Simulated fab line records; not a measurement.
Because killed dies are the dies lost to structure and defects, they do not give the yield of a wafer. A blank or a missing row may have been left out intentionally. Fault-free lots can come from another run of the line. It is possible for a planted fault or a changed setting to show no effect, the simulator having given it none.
Comparing a struck lot with a sound one | flow n5_finfet | 36 steps out of a route of 1938
Sound: these wafers, L437.2, L437.3, L437.5. Wafers L429.3, L429.5, L429.6 were the ones struck. At the end, the cause is stated.
Order at every step that has rows: each side's tool, ch and its chambers, its first start. Under that, the readings that differ: sound wafers | struck wafers | difference of the means | sigmas: that difference in standard deviations of wafers without a fault.
alike: same words and numbers on both sides, and readings whose means sit less than 2 such deviations apart. not compared: any withheld reading, any reading some wafer has no value for, any bound like >300 that may hide the same value, and any number with overlapping values for which the record gives no deviation.
A row with sigmas, a row that says differs or no value, or rows on one side alone: a step with any of these is where the two part. Numbers that have no deviation but don't overlap get no sigmas and don't part them. A reading that every wafer of one side lacks parts them only if that side has two wafers or more.

first, 9 steps without rows for these wafers: N5_PMOS_HMC_CHANNEL_EPI_EXPOSE_06 (exposes mask PMOS HMC BLK, target cd 240 nm); N5_PMOS_HMC_CHANNEL_EPI_PEB_07 (peb time 60 s); N5_PMOS_HMC_CHANNEL_EPI_DEVELOP_08 (develop time 30 s); N5_PMOS_HMC_CHANNEL_EPI_DESCUM_14 (chemistry O2, time 7.9 s); N5_PMOS_HMC_CHANNEL_EPI_ETCH_32 (etches BARC in N2/H2, stops on SiO2, target depth 85.8 nm, time 50.3 s); N5_PMOS_HMC_CHANNEL_EPI_HM_OPEN_15 (chemistry CHF3/O2, target SiO2, target depth 40.6 nm, time 20.3 s); N5_PMOS_HMC_CHANNEL_EPI_STRIP_33 (strips in N2/H2); N5_PMOS_HMC_CHANNEL_EPI_STRIP_17 (strips in SPM, time 750 s); N5_PMOS_HMC_CHANNEL_EPI_ETCH_38 (etches SiO2 in CF4, target depth 1.5 nm).
N5_PMOS_HMC_CHANNEL_EPI_FIN_RECESS_16: chemistry HBr/Cl2, target Si, target depth 54 nm, time 18 s.
  sound on rie_si-01 ch 0,1,3, day 5 17:29; struck on rie_si-06 ch 2,3, day 3 18:05
  reading                                                  | sound             | struck            | difference | sigmas
  oes_product_au (a.u.)                                    | 0.971 1.024 0.986 | 0.788 0.784 0.836 | -0.191     | -10
  throttle_valve_pct (%)                                   | 35.4 35.1 34.6    | 36.2 36.3 35.9    | +1.1       | +3
  model.PMOS_HMC_CHANNEL_EPI.feature_depth_nm (nm)         | 53.56 55.09 53.55 | 35.7 35.61 35.92  | -18.3      |
  model.etch.depth_nm (nm)                                 | 53.56 55.09 53.55 | 35.7 35.61 35.92  | -18.3      |
  model.SiO2_of_PMOS_HMC_CHANNEL_EPI_HM_DEP_34.thk_nm (nm) | 29.74 29.71 30.61 | 31.07 31.28 32.22 | +1.50      |
  alike: drypump_motor_current_A
  not compared: rf_hours_counter_h
then, 1 step without rows for these wafers: N5_PMOS_HMC_CHANNEL_EPI_PRECLEAN_36 (cleans in O3/DIW, time 45 s).
N5_PMOS_HMC_CHANNEL_EPI_PRECLEAN_18: cleans in DHF, time 30 s.
  sound on wet_bench-05 ch 2,3,6, day 5 17:37; struck on wet_bench-04 ch 0,1,3, day 3 18:13
  reading                                                  | sound             | struck           | difference | sigmas
  model.SiO2_of_PMOS_HMC_CHANNEL_EPI_HM_DEP_34.thk_nm (nm) | 24.15 24.13 24.99 | 25.4 25.61 26.56 | +1.4       |
then, 5 steps without rows for these wafers: N5_PMOS_HMC_CHANNEL_EPI_SRD_19 (time 30 s); N5_PMOS_HMC_CHANNEL_EPI_EPI_20 (deposits SiGe30, target thk 59 nm); N5_PMOS_HMC_CHANNEL_EPI_HM_STRIP_35 (strips SiO2 in dHF, material SiO2, target depth 39.6 nm, time 216 s); N5_PMOS_HMC_CHANNEL_EPI_SRD_39 (time 30 s); N5_PMOS_HMC_CHANNEL_EPI_CMP_21 (polishes SiGe30, target thk 54 nm).
N5_PMOS_HMC_CHANNEL_EPI_THK_MEAS_22:
  struck on film_metro-01, day 3 19:56; sound on film_metro-01, day 5 19:41
  reading          | sound          | struck         | difference | sigmas
  HMC_CMP_THK (nm) | 53.6 55.0 53.8 | 35.9 35.6 35.9 | -18.3      | -20
then, 17 steps without rows for these wafers: N5_PMOS_HMC_CHANNEL_EPI_PRECLEAN_40 (cleans in DHF, time 30 s); N5_PMOS_HMC_CHANNEL_EPI_PRECLEAN_37 (cleans in O3/DIW, time 45 s); N5_PMOS_HMC_CHANNEL_EPI_PRECLEAN_24 (cleans in DHF, time 30 s); N5_PMOS_HMC_CHANNEL_EPI_SRD_25 (time 30 s); N5_PMOS_HMC_CHANNEL_EPI_EPI_26 (deposits Si from SiH4/H2, target thk 3.8 nm, time 22.7 s); N5_FIN_SAQP_PRECLEAN_42 (cleans in O3/DIW, time 60 s); N5_FIN_SAQP_PRECLEAN_00 (cleans in SC1, time 60 s); N5_FIN_SAQP_PRECLEAN_44 (cleans in SC2, time 45 s); N5_FIN_SAQP_SRD_01 (time 30 s); N5_FIN_SAQP_ALD_61 (deposits SiO2, target thk 4 nm, pulse time 1 s, purge time 2 s); N5_FIN_SAQP_DENSIFY_62 (time 60 s); N5_FIN_SAQP_HM_DEP_03 (deposits SiNx from SiH4/NH3/N2, target thk 38 nm, time 33.6 s); N5_FIN_SAQP_PECVD_47 (deposits a-Si from SiH4/He, target thk 45 nm, time 36.3 s); N5_FIN_SAQP_PECVD_48 (deposits SiNx from SiH4/NH3/N2, target thk 25 nm, time 22.1 s); N5_FIN_SAQP_PECVD_06 (deposits a-Si from SiH4/He, target thk 60 nm, time 48.1 s); N5_FIN_SAQP_HM_DEP_72 (deposits SiO2 from SiH4/N2O, target thk 12 nm, time 7.2 s); N5_FIN_SAQP_COAT_49 (time 60 s, resist thk 100 nm).
-- a jump in the record: the struck wafers' starts before and after are 6 days apart (it breaks off in module FIN_SAQP and resumes in module BEOL_M4, where the first step shown is number 1111 of the route) --
N5_BEOL_M4_RC_MEAS_101:
  sound on prober-02 ch 0, day 11 05:35; struck on prober-01 ch 0, day 9 17:56
  reading       | sound          | struck         | difference | sigmas
  ION_P (uA/um) | 469 466 485    | 393 388 381    | -86        | -12
  VT_P (mV)     | -247 -244 -243 | -255 -255 -259 | -12        | -3
  alike: DIBL_N, DIBL_P, IOFF_N, IOFF_P, ION_N, SS_N, SS_P, VT_N

## WHERE THEY PART
First at N5_PMOS_HMC_CHANNEL_EPI_FIN_RECESS_16; last, within this record, at N5_BEOL_M4_RC_MEAS_101.

WHY: what had been put in by the simulator
Process parameter drift: rie_si-06, from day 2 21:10 on, at N5_PMOS_HMC_CHANNEL_EPI_FIN_RECESS_16. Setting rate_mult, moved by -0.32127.
